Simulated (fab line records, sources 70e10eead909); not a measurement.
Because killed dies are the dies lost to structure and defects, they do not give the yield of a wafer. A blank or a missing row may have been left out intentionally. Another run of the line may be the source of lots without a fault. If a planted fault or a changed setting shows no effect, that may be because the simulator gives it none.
fab line records	flow nand-harc
[record] lots = 5	wafers = 15	last-day = 33
route steps=1302 shown A_STAIRCASE@722
lots that met no fault: taken from a fault-free run of the same line
start-h: hours from the record's first day to the start of the lot's first wafer shown	wait-h: time in hours since the lot's previous step	" unchanged from the row above	L1.1+2: a row that stands for several wafers	- no value, or no start was given	* or withheld: withheld	< > ~ a bound
route shown NAME@n: names a module that has steps shown in the file, with the first one's number in the route	usual: average and standard deviation across the fault-free wafers	same: alike in all rows	chamber/n: place in a boat	sites: readings site by site	_std_site: how widely they spread, as a standard deviation	_edge_site: mean of outer sites minus mean of inner sites	radius-mm: for every site, how far away it sits from the centre of the wafer	mask NAME#n: copy n	behind: the most recent tool/chamber to have shaped the wafer	hold: the reason the lot was held/the length of the hold in hours/how it ended	device: the transistor (n, p or np) that didn't switch	end of line: tests run on the same wafers once the route is complete	a step with no rows: only its recipe	killed: at the first sort, the dies lost to defects and structure; wafer yield is something else	map: dies across one wafer; x = killed, . = not, _ = none there
set.NAME: the run value of the setting; set.NAME@STEP: its run value at that earlier step	model.NAME: the simulator's own value behind a step, which no gauge read
lots at some steps of the route; a table a step, a row a wafer
services: when a tool's chamber went out of use (start-h, in hours from the record's first day, below 0 if earlier), for how many hours, and the reason
[[steps]]
[step NHARC_A_STAIRCASE_SRD_208]
lot.wafer	tool	chamber	start-h	wait-h
L077.3+4+1	wet-bench-03	0,1,3	-	-
L076.3+2+6	wet-bench-04	0,1,4	-	-
L085.2+3+4	wet-bench-02	7,2,3	-	-
L087.3+2+5	wet-bench-02	1,2,3	-	-
L095.3+5+6	wet-bench-02	3,4,5	-	-
[step NHARC_A_STAIRCASE_DEHYDRATE_209]
[recipe] temp-c = 150	time-s = 120
lot.wafer	tool	chamber	start-h	wait-h
L077.1+3+4	litho-track-05	0	372.88	-
L076.2+3+6	litho-track-05	0	379.70	-
L085.2+3+4	litho-track-07	0	462.17	-
L087.2+3+5	litho-track-07	0	495.63	-
L095.3+5+6	litho-track-03	0	578.72	-
[step NHARC_A_STAIRCASE_HMDS_210]
[recipe] time-s = 30
lot.wafer	tool	chamber	start-h	wait-h
L077.1+3+4	litho-track-05	0	-	-
L076.2+3+6	litho-track-05	0	-	-
L085.2+3+4	litho-track-07	0	-	-
L087.2+3+5	litho-track-07	0	-	-
L095.3+5+6	litho-track-03	0	-	-
[step NHARC_A_STAIRCASE_COAT_211]
[recipe] spin-rpm = 1200
lot.wafer	tool	chamber	start-h	wait-h
L077.1+3+4	litho-track-05	0	-	-
L076.2+3+6	litho-track-05	0	-	-
L085.2+3+4	litho-track-07	0	-	-
L087.2+3+5	litho-track-07	0	-	-
L095.3+5+6	litho-track-03	0	-	-
[step NHARC_A_STAIRCASE_SOFTBAKE_212]
[recipe] temp-c = 135	time-s = 170
lot.wafer	tool	chamber	start-h	wait-h
L077.1+3+4	litho-track-05	0	-	-
L076.2+3+6	litho-track-05	0	-	-
L085.2+3+4	litho-track-07	0	-	-
L087.2+3+5	litho-track-07	0	-	-
L095.3+5+6	litho-track-03	0	-	-
[step NHARC_A_STAIRCASE_EBR_213]
lot.wafer	tool	chamber	start-h	wait-h
L077.1+3+4	litho-track-05	0	-	-
L076.2+3+6	litho-track-05	0	-	-
L085.2+3+4	litho-track-07	0	-	-
L087.2+3+5	litho-track-07	0	-	-
L095.3+5+6	litho-track-03	0	-	-
[step NHARC_A_STAIRCASE_EXPOSE_214]
[recipe] na = 0.5	dose-mj = 31.26	mask-id = STAIR_3
[usual] exposure-dose-mJ-cm2 = 31.26/0.033
lot.wafer	tool	chamber	start-h	wait-h	mask	exposure-dose-mJ-cm2
L077.1	krf-scanner-03	0	373.09	-	STAIR_3#0	31.31
L077.3	"	0	"	"	STAIR_3#0	31.28
L077.4	"	0	"	"	STAIR_3#0	31.23
L076.2	krf-scanner-03	0	379.92	-	STAIR_3#0	31.24
L076.3	"	0	"	"	STAIR_3#0	31.27
L076.6	"	0	"	"	STAIR_3#0	31.31
L085.2	krf-scanner-01	0	462.39	-	STAIR_3#0	31.20
L085.3	"	0	"	"	STAIR_3#0	31.26
L085.4	"	0	"	"	STAIR_3#0	31.21
L087.2	krf-scanner-02	0	495.84	-	STAIR_3#0	31.28
L087.3	"	0	"	"	STAIR_3#0	31.26
L087.5	"	0	"	"	STAIR_3#0	31.24
L095.3	krf-scanner-02	0	579.06	-	STAIR_3#0	31.32
L095.5	"	0	"	"	STAIR_3#0	31.30
L095.6	"	0	"	"	STAIR_3#0	31.30
[step NHARC_A_STAIRCASE_PEB_215]
[recipe] peb-temp-c = 115	peb-time-s = 130
lot.wafer	tool	chamber	start-h	wait-h
L077.1+3+4	litho-track-03	0	373.16	0.1
L076.2+3+6	litho-track-07	0	379.98	0.1
L085.2+3+4	litho-track-05	0	462.45	0.1
L087.2+3+5	litho-track-03	0	495.91	0.1
L095.3+5+6	litho-track-05	0	579.12	0.1
[step NHARC_A_STAIRCASE_DEVELOP_216]
[recipe] time-s = 140
lot.wafer	tool	chamber	start-h	wait-h
L077.1+3+4	litho-track-03	0	-	-
L076.2+3+6	litho-track-07	0	-	-
L085.2+3+4	litho-track-05	0	-	-
L087.2+3+5	litho-track-03	0	-	-
L095.3+5+6	litho-track-05	0	-	-
[step NHARC_A_STAIRCASE_HARDBAKE_218]
[recipe] temp-c = 120	time-s = 140
lot.wafer	tool	chamber	start-h	wait-h
L077.1+3+4	litho-track-05	0	373.37	-
L076.2+3+6	litho-track-03	0	380.20	-
L085.2+3+4	litho-track-03	0	462.67	-
L087.2+3+5	litho-track-07	0	496.13	-
L095.3+5+6	litho-track-07	0	579.35	-
[step NHARC_A_STAIRCASE_DESCUM_219]
[recipe] time-s = 3	o2-flow-sccm = 200	ar-flow-sccm = 0	bias-power-w = 0	chemistry = O2
[usual] drypump-motor-current-A = 5.9/0.54	o2-flow-sccm = 199.9/0.57	oes-product-au = 0.999/0.0073	rf-vpp-V = 57.8/0.82	showerhead-plenum-p-Torr = 1.91/0.082	throttle-valve-pct = 11.310/0.0084
lot.wafer	tool	chamber	start-h	wait-h	drypump-motor-current-A	o2-flow-sccm	oes-product-au	rf-hours-counter-h	rf-vpp-V	showerhead-plenum-p-Torr	throttle-valve-pct
L077.3	rie-diel-05	2	373.47	-	6.2	200.9	1.008	39	57.3	1.85	11.326
L077.4	"	3	"	"	6.1	199.9	1.001	48	59.2	1.91	11.301
L077.1	"	0	"	"	6.4	199.9	1.006	49	59.3	2.04	11.318
L076.2	rie-diel-13	2	380.29	-	4.8	198.8	0.995	11	57.3	1.84	11.310
L076.3	"	1	"	"	6.6	200.2	1.000	11	57.8	1.97	11.303
L076.6	"	3	"	"	5.7	200.0	1.013	-	57.0	2.07	11.321
L085.3	rie-diel-05	1	462.76	-	5.5	200.3	0.992	13	58.0	1.90	11.323
L085.4	"	2	"	"	6.1	199.9	0.998	16	57.8	1.84	11.314
L085.2	"	0	"	"	6.4	199.9	0.997	13	57.9	2.03	11.307
L087.3	rie-diel-05	0	496.22	-	6.4	200.7	1.001	24	57.6	2.03	11.304
L087.2	"	1	"	"	5.5	200.4	0.999	27	58.5	1.90	11.305
L087.5	"	3	"	"	6.1	200.5	0.999	-	58.5	1.90	11.305
L095.3	rie-diel-07	0	579.44	-	5.0	199.7	1.003	28	57.7	1.77	11.297
L095.5	"	3	"	"	6.3	199.9	0.992	-	58.4	1.98	11.310
L095.6	"	0	"	"	5.0	200.3	0.996	-	55.8	1.77	11.305
[step NHARC_A_STAIRCASE_TRIM_220]
[recipe] time-s = 211.2	o2-flow-sccm = 500	ar-flow-sccm = 0	bias-w = 0	chemistry = O2
[usual] drypump-motor-current-A = 6.0/0.52	o2-flow-sccm = 500.0/1.5	oes-product-au = 0.998/0.0072	rf-vpp-V = 57.7/0.83	showerhead-plenum-p-Torr = 3.53/0.14	throttle-valve-pct = 17.037/0.0094
lot.wafer	tool	chamber	start-h	wait-h	drypump-motor-current-A	o2-flow-sccm	oes-product-au	rf-hours-counter-h	rf-vpp-V	showerhead-plenum-p-Torr	throttle-valve-pct
L077.1	rie-diel-05	2	373.55	0.1	6.2	500.2	1.001	39	57.9	3.43	17.032
L077.3	"	3	"	"	6.1	499.9	0.999	48	56.2	3.53	17.049
L077.4	"	1	"	"	5.5	500.2	1.003	46	58.2	3.52	17.039
L076.3	rie-diel-13	1	380.40	0.1	6.6	500.6	0.993	11	58.4	3.62	17.032
L076.2	"	2	"	"	4.8	499.8	1.004	11	56.1	3.40	17.047
L076.6	"	0	"	"	6.5	500.8	1.000	-	58.5	3.43	17.026
L085.4	rie-diel-05	0	462.84	0.1	6.4	501.1	0.989	13	58.3	3.73	17.037
L085.3	"	1	"	"	5.5	501.6	0.991	13	56.9	3.50	17.024
L085.2	"	3	"	"	6.1	498.3	0.999	15	59.0	3.51	17.033
L087.2	rie-diel-05	2	496.30	0.1	6.2	499.1	0.999	29	56.8	3.40	17.049
L087.3	"	0	"	"	6.4	497.7	0.999	24	57.6	3.72	17.038
L087.5	"	2	"	"	6.1	499.6	1.009	-	57.4	3.40	17.040
L095.3	rie-diel-07	3	579.52	0.1	6.4	498.6	0.989	27	57.4	3.64	17.046
L095.6	"	3	"	"	6.3	500.7	0.987	-	57.0	3.64	17.030
L095.5	"	0	"	"	5.0	500.6	1.004	-	57.2	3.28	17.044
[step NHARC_A_STAIRCASE_ETCH_221]
[recipe] target-depth-a = 1000	time-s = 40.5	ion-energy-ev = 400	c4f8-flow-sccm = 20	o2-flow-sccm = 10	ar-flow-sccm = withheld	rf-w = 600	bias-w = 1000	chemistry = C4F8/O2
[usual] oes-product-au = 0.940/0.012	rf-vpp-V = 896/5.3
lot.wafer	tool	chamber	start-h	wait-h	oes-product-au	rf-hours-counter-h	rf-vpp-V
L077.3	rie-diel-05	0	-	-	0.958	49	904
L077.1	"	1	"	"	0.948	46	897
L077.4	"	3	"	"	0.928	48	898
L076.3	rie-diel-13	3	-	-	0.933	8	906
L076.2	"	1	"	"	0.920	11	900
L076.6	"	0	"	"	0.925	-	892
L085.2	rie-diel-05	3	-	-	0.958	16	894
L085.3	"	0	"	"	0.937	13	904
L085.4	"	2	"	"	0.948	16	892
L087.2	rie-diel-05	2	-	-	0.927	30	892
L087.3	"	1	"	"	0.938	28	894
L087.5	"	3	"	"	0.942	-	895
L095.3	rie-diel-07	0	-	-	0.944	29	886
L095.5	"	0	"	"	0.942	-	888
L095.6	"	1	"	"	0.960	-	895
[step NHARC_A_STAIRCASE_TRIM_222]
[recipe] time-s = 211.2	o2-flow-sccm = 500	ar-flow-sccm = 0	bias-w = 0	chemistry = O2
[usual] drypump-motor-current-A = 5.9/0.54	o2-flow-sccm = 500.0/1.5	oes-product-au = 1.000/0.007	rf-vpp-V = 57.8/0.96	showerhead-plenum-p-Torr = 3.53/0.14	throttle-valve-pct = 17.036/0.0087
lot.wafer	tool	chamber	start-h	wait-h	drypump-motor-current-A	o2-flow-sccm	oes-product-au	rf-hours-counter-h	rf-vpp-V	showerhead-plenum-p-Torr	throttle-valve-pct
L077.4	rie-diel-05	2	-	-	6.2	500.1	1.006	39	57.8	3.43	17.028
L077.1	"	3	"	"	6.1	498.9	0.997	48	59.9	3.53	17.045
L077.3	"	0	"	"	6.4	500.6	1.004	49	57.7	3.75	17.045
L076.2	rie-diel-13	0	-	-	6.5	498.4	0.998	8	58.1	3.43	17.035
L076.3	"	2	"	"	4.9	500.0	1.000	11	58.7	3.40	17.045
L076.6	"	3	"	"	5.7	502.2	0.999	-	58.5	3.80	17.051
L085.3	rie-diel-05	1	-	-	5.5	502.7	1.011	13	57.9	3.50	17.042
L085.2	"	2	"	"	6.2	498.3	0.996	16	59.2	3.41	17.039
L085.4	"	3	"	"	6.1	499.2	0.998	16	57.7	3.51	17.048
L087.3	rie-diel-05	3	-	-	6.1	498.8	1.013	27	58.7	3.50	17.050
L087.2	"	0	"	"	6.4	498.7	0.998	25	59.8	3.72	17.044
L087.5	"	3	"	"	6.1	498.7	1.006	-	57.0	3.50	17.024
L095.3	rie-diel-07	0	-	-	5.0	500.1	1.007	29	57.4	3.28	17.038
L095.6	"	1	"	"	6.1	500.1	1.015	-	56.2	3.48	17.034
L095.5	"	2	"	"	5.5	502.0	0.999	-	57.4	3.45	17.046
[step NHARC_A_STAIRCASE_ETCH_223]
[recipe] target-depth-a = 1000	time-s = 40.5	ion-energy-ev = 400	c4f8-flow-sccm = 20	o2-flow-sccm = 10	ar-flow-sccm = withheld	rf-w = 600	bias-w = 1000	chemistry = C4F8/O2
[usual] oes-product-au = 0.941/0.01	rf-vpp-V = 896/5.2
lot.wafer	tool	chamber	start-h	wait-h	oes-product-au	rf-hours-counter-h	rf-vpp-V
L077.4	rie-diel-05	0	-	-	0.959	49	904
L077.1	"	1	"	"	0.966	46	896
L077.3	"	3	"	"	0.938	48	897
L076.2	rie-diel-13	2	-	-	0.935	11	891
L076.3	"	1	"	"	0.926	11	899
L076.6	"	2	"	"	0.936	-	891
L085.4	rie-diel-05	0	-	-	0.936	13	902
L085.3	"	1	"	"	0.932	13	895
L085.2	"	2	"	"	0.940	16	891
L087.3	rie-diel-05	2	-	-	0.944	30	892
L087.2	"	3	"	"	0.945	27	895
L087.5	"	1	"	"	0.947	-	894
L095.3	rie-diel-07	2	-	-	0.944	29	892
L095.6	"	0	"	"	0.943	-	888
L095.5	"	1	"	"	0.951	-	894
[step NHARC_A_STAIRCASE_TRIM_224]
[recipe] time-s = 211.2	o2-flow-sccm = 500	ar-flow-sccm = 0	bias-w = 0	chemistry = O2
[usual] drypump-motor-current-A = 5.9/0.55	o2-flow-sccm = 500.0/1.5	oes-product-au = 0.999/0.0063	rf-vpp-V = 57.7/0.96	showerhead-plenum-p-Torr = 3.53/0.14	throttle-valve-pct = 17.036/0.0094
lot.wafer	tool	chamber	start-h	wait-h	drypump-motor-current-A	o2-flow-sccm	oes-product-au	rf-hours-counter-h	rf-vpp-V	showerhead-plenum-p-Torr	throttle-valve-pct
L077.4	rie-diel-05	3	-	-	6.1	500.0	1.004	48	58.0	3.53	17.038
L077.3	"	0	"	"	6.4	500.2	0.994	49	57.9	3.75	17.027
L077.1	"	1	"	"	5.5	498.6	0.997	46	58.7	3.52	17.054
L076.2	rie-diel-13	1	-	-	6.6	498.8	0.983	11	58.2	3.62	17.022
L076.3	"	3	"	"	5.7	502.3	0.997	8	57.2	3.80	17.023
L076.6	"	1	"	"	6.6	498.3	0.988	-	58.1	3.62	17.038
L085.4	rie-diel-05	2	-	-	6.2	500.3	0.994	16	57.2	3.41	17.060
L085.2	"	0	"	"	6.4	503.3	0.994	13	58.3	3.73	17.018
L085.3	"	1	"	"	5.5	499.4	1.001	13	59.4	3.50	17.046
L087.2	rie-diel-05	0	-	-	6.4	499.3	0.988	25	57.2	3.72	17.032
L087.3	"	1	"	"	5.5	499.9	0.998	28	58.0	3.50	17.042
L087.5	"	0	"	"	6.4	499.6	0.990	-	58.6	3.72	17.049
L095.3	rie-diel-07	0	-	-	5.0	498.9	1.004	29	57.5	3.28	17.037
L095.6	"	3	"	"	6.3	500.0	0.997	-	59.1	3.64	17.029
L095.5	"	0	"	"	5.0	500.3	1.012	-	57.2	3.28	17.034
[step NHARC_A_STAIRCASE_ETCH_225]
[recipe] target-depth-a = 1000	time-s = 40.5	ion-energy-ev = 400	c4f8-flow-sccm = 20	o2-flow-sccm = 10	ar-flow-sccm = withheld	rf-w = 600	bias-w = 1000	chemistry = C4F8/O2
[usual] oes-product-au = 0.944/0.0098	rf-vpp-V = 896/5.3
lot.wafer	tool	chamber	start-h	wait-h	oes-product-au	rf-hours-counter-h	rf-vpp-V
L077.3	rie-diel-05	3	-	-	0.933	48	896
L077.4	"	0	"	"	0.948	49	903
L077.1	"	2	"	"	0.938	39	890
L076.3	rie-diel-13	0	-	-	0.945	9	893
L076.2	"	1	"	"	0.929	11	900
L076.6	"	2	"	"	0.942	-	889
L085.3	rie-diel-05	1	-	-	0.951	13	894
L085.4	"	2	"	"	0.942	16	891
L085.2	"	3	"	"	0.947	16	894
L087.3	rie-diel-05	3	-	-	0.952	27	895
L087.2	"	2	"	"	0.941	30	890
L087.5	"	3	"	"	0.942	-	894
L095.3	rie-diel-07	1	-	-	0.958	30	894
L095.5	"	1	"	"	0.948	-	893
L095.6	"	2	"	"	0.949	-	892
[step NHARC_A_STAIRCASE_TRIM_226]
[recipe] time-s = 211.2	o2-flow-sccm = 500	ar-flow-sccm = 0	bias-w = 0	chemistry = O2
[usual] drypump-motor-current-A = 5.9/0.54	o2-flow-sccm = 500.0/1.5	oes-product-au = 0.998/0.007	rf-vpp-V = 57.7/0.94	showerhead-plenum-p-Torr = 3.53/0.14	throttle-valve-pct = 17.035/0.0096
lot.wafer	tool	chamber	start-h	wait-h	drypump-motor-current-A	o2-flow-sccm	oes-product-au	rf-hours-counter-h	rf-vpp-V	showerhead-plenum-p-Torr	throttle-valve-pct
L077.3	rie-diel-05	0	-	-	6.4	501.6	0.991	49	58.7	3.75	17.044
L077.1	"	1	"	"	5.5	498.7	0.997	46	56.4	3.52	17.036
L077.4	"	2	"	"	6.2	499.0	0.994	39	58.9	3.43	17.040
L076.3	rie-diel-13	0	-	-	6.5	498.4	0.998	9	56.3	3.43	17.042
L076.2	"	1	"	"	6.6	497.3	0.991	11	57.6	3.62	17.041
L076.6	"	0	"	"	6.5	501.4	1.002	-	57.4	3.43	17.038
L085.3	rie-diel-05	0	-	-	6.4	500.3	0.997	13	56.5	3.73	17.033
L085.2	"	1	"	"	5.6	499.7	1.004	13	57.7	3.50	17.048
L085.4	"	2	"	"	6.2	499.2	0.996	16	58.3	3.41	17.032
L087.3	rie-diel-05	2	-	-	6.2	501.6	0.997	30	57.0	3.40	17.043
L087.2	"	3	"	"	6.1	501.9	1.008	27	57.5	3.50	17.035
L087.5	"	3	"	"	6.1	503.3	1.001	-	57.1	3.50	17.017
L095.3	rie-diel-07	3	-	-	6.3	498.6	0.993	28	57.9	3.64	17.038
L095.5	"	1	"	"	6.1	496.2	0.994	-	56.9	3.48	17.031
L095.6	"	2	"	"	5.5	498.4	0.989	-	57.2	3.45	17.022
[step NHARC_A_STAIRCASE_ETCH_227]
[recipe] target-depth-a = 1000	time-s = 40.5	ion-energy-ev = 400	c4f8-flow-sccm = 20	o2-flow-sccm = 10	ar-flow-sccm = withheld	rf-w = 600	bias-w = 1000	chemistry = C4F8/O2
[usual] oes-product-au = 0.943/0.0098	rf-vpp-V = 896/5.1
lot.wafer	tool	chamber	start-h	wait-h	oes-product-au	rf-hours-counter-h	rf-vpp-V
L077.4	rie-diel-05	0	-	-	0.939	49	903
L077.3	"	2	"	"	0.947	39	892
L077.1	"	3	"	"	0.943	48	896
L076.2	rie-diel-13	3	-	-	0.945	9	907
L076.3	"	0	"	"	0.940	9	893
L076.6	"	3	"	"	0.945	-	905
L085.2	rie-diel-05	3	-	-	0.933	16	894
L085.3	"	0	"	"	0.928	13	903
L085.4	"	2	"	"	0.937	16	892
L087.2	rie-diel-05	3	-	-	0.953	27	895
L087.3	"	0	"	"	0.940	25	904
L087.5	"	0	"	"	0.952	-	904
L095.3	rie-diel-07	0	-	-	0.945	29	887
L095.6	"	2	"	"	0.936	-	894
L095.5	"	3	"	"	0.930	-	902
[step NHARC_A_STAIRCASE_TRIM_229]
[recipe] time-s = 211.2	o2-flow-sccm = 500	ar-flow-sccm = 0	bias-w = 0	chemistry = O2
[usual] drypump-motor-current-A = 6.0/0.57	o2-flow-sccm = 499.9/1.5	oes-product-au = 1.001/0.007	rf-vpp-V = 57.7/0.88	showerhead-plenum-p-Torr = 3.52/0.14	throttle-valve-pct = 17.036/0.0084
lot.wafer	tool	chamber	start-h	wait-h	drypump-motor-current-A	o2-flow-sccm	oes-product-au	rf-hours-counter-h	rf-vpp-V	showerhead-plenum-p-Torr	throttle-valve-pct
L077.3	rie-diel-05	2	374.79	0.1	6.2	497.9	1.005	39	57.1	3.43	17.043
L077.4	"	0	"	"	6.4	500.4	0.996	49	58.7	3.75	17.042
L077.1	"	1	"	"	5.5	498.6	1.003	46	55.9	3.52	17.036
L076.2	rie-diel-05	3	381.41	0.1	6.1	499.0	1.002	50	57.2	3.53	17.029
L076.3	"	0	"	"	6.4	498.9	1.013	51	60.0	3.75	17.032
L076.6	"	3	"	"	6.1	497.2	1.010	-	57.2	3.53	17.052
L085.4	rie-diel-07	0	463.87	0.1	5.0	500.4	1.005	48	57.9	3.30	17.041
L085.3	"	1	"	"	6.0	500.3	0.999	50	58.0	3.50	17.013
L085.2	"	3	"	"	6.3	500.5	0.993	47	58.3	3.66	17.036
L087.2	rie-diel-13	0	497.85	0.1	6.5	499.8	1.003	44	58.2	3.41	17.043
L087.3	"	2	"	"	4.8	498.9	1.000	49	56.7	3.38	17.023
L087.5	"	0	"	"	6.5	497.9	1.010	-	58.0	3.41	17.030
L095.3	rie-diel-05	3	580.61	0.1	6.1	501.0	0.993	53	57.5	3.49	17.036
L095.5	"	0	"	"	6.4	501.8	1.000	-	57.2	3.71	17.033
L095.6	"	1	"	"	5.5	499.8	0.988	-	56.6	3.48	17.040
[step NHARC_A_STAIRCASE_ETCH_230]
[recipe] target-depth-a = 1000	time-s = 40.5	ion-energy-ev = 400	c4f8-flow-sccm = 20	o2-flow-sccm = 10	ar-flow-sccm = withheld	rf-w = 600	bias-w = 1000	chemistry = C4F8/O2
[usual] oes-product-au = 0.951/0.016	rf-vpp-V = 896/5.4
lot.wafer	tool	chamber	start-h	wait-h	oes-product-au	rf-hours-counter-h	rf-vpp-V
L077.4	rie-diel-05	3	-	-	0.940	48	895
L077.3	"	0	"	"	0.943	49	905
L077.1	"	2	"	"	0.942	39	893
L076.2	rie-diel-05	0	-	-	0.977	51	905
L076.3	"	1	"	"	0.970	48	897
L076.6	"	3	"	"	0.966	-	897
L085.3	rie-diel-07	2	-	-	0.948	50	893
L085.4	"	3	"	"	0.968	47	901
L085.2	"	0	"	"	0.956	48	887
L087.3	rie-diel-13	2	-	-	0.967	49	890
L087.2	"	1	"	"	0.949	48	899
L087.5	"	2	"	"	0.961	-	890
L095.3	rie-diel-05	0	-	-	0.957	54	902
L095.5	"	3	"	"	0.985	-	895
L095.6	"	0	"	"	0.959	-	902
[[services]]
tool	chamber	start-h	hours	kind
wet-bench-03	-	361.87	2.5	repair
rie-diel-05	2	384.96	3.6	repair
krf-scanner-03	-	396.00	4.0	pm
rie-diel-05	-	409.10	9.0	pm
wet-bench-02	-	420.00	8.0	pm
litho-track-07	-	426.00	7.0	pm
wet-bench-02	-	432.70	2.2	repair
rie-diel-07	2	436.51	2.0	repair
krf-scanner-02	-	438.00	4.0	pm
rie-diel-13	3	439.10	9.3	repair
litho-track-03	-	450.00	7.0	pm
rie-diel-13	-	463.34	0.9	repair
rie-diel-07	-	472.66	9.0	pm
litho-track-05	-	474.00	7.0	pm
krf-scanner-03	-	501.14	3.3	repair
rie-diel-13	0	506.52	13.2	repair
rie-diel-05	1	511.35	3.4	repair
krf-scanner-03	-	512.88	0.7	repair
krf-scanner-02	-	519.19	1.3	repair
rie-diel-13	-	521.54	9.0	pm
rie-diel-13	2	534.40	2.0	repair
krf-scanner-02	-	542.95	4.8	repair
wet-bench-02	-	563.55	7.6	repair
krf-scanner-03	-	568.00	4.0	pm
[[key]]
fault none
